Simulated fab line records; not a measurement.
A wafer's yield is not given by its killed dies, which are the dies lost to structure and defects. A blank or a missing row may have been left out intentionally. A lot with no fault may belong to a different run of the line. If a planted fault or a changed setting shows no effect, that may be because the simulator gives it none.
Matching of chambers + flow n5 finfet + 4 sister chambers for N5_BEOL_M5_STRIP_36 on rie diel-06
The step strips in N2/H2. 4 wafers are shown with their chamber, then 12 later ones without.

## EACH WAFER AND ITS CHAMBER
| wafer  | chamber | drypump motor current A (A) |
|--------|---------|-----------------------------|
| L091.1 | 3       | 6.01                        |
| L092.1 | 0       | 5.45                        |
| L092.3 | 2       | 5.89                        |
| L092.4 | 1       | 6.23                        |

## WAFERS WHOSE CHAMBER IS MISSING
| wafer  | drypump motor current A (A) |
|--------|-----------------------------|
| L093.2 | 5.98                        |
| L093.4 | 5.90                        |
| L093.6 | 5.98                        |
| L095.1 | 5.46                        |
| L095.4 | 6.22                        |
| L095.6 | 6.03                        |
| L096.1 | 5.98                        |
| L096.4 | 5.89                        |
| L096.6 | 6.21                        |
| L097.2 | 5.96                        |
| L097.5 | 5.91                        |
| L097.6 | 5.99                        |

## WHICH CHAMBER EACH WENT THROUGH
| wafer  | from the rows above     | in truth |
|--------|-------------------------|----------|
| L093.2 | 3                       | 3        |
| L093.4 | 2                       | 2        |
| L093.6 | 3                       | 3        |
| L095.1 | 0                       | 0        |
| L095.4 | 1                       | 1        |
| L095.6 | 3                       | 3        |
| L096.1 | 3                       | 3        |
| L096.4 | 2                       | 2        |
| L096.6 | 1                       | 1        |
| L097.2 | can't be placed: 3 or 2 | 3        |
| L097.5 | 2                       | 2        |
| L097.6 | 3                       | 3        |
Correctly placed: 11 of 12. These rows do not allow placing 1 (true chamber among the candidates in 1). Wrongly placed: 0.
How it was worked out, from the rows above alone: a wafer's distance from a chamber is the root of the sum, over the readings, of the square of ((its reading less the chamber's mean) divided by the reading's scatter). If the next closest chamber is less than 2 further off than the closest, the wafer can't be placed; otherwise it belongs to the closest. For every chamber, the mean is computed from those of its wafers that are shown. The scatter: root of mean squared gap, hidden wafer to nearest shown wafer, with one shown wafer a chamber.
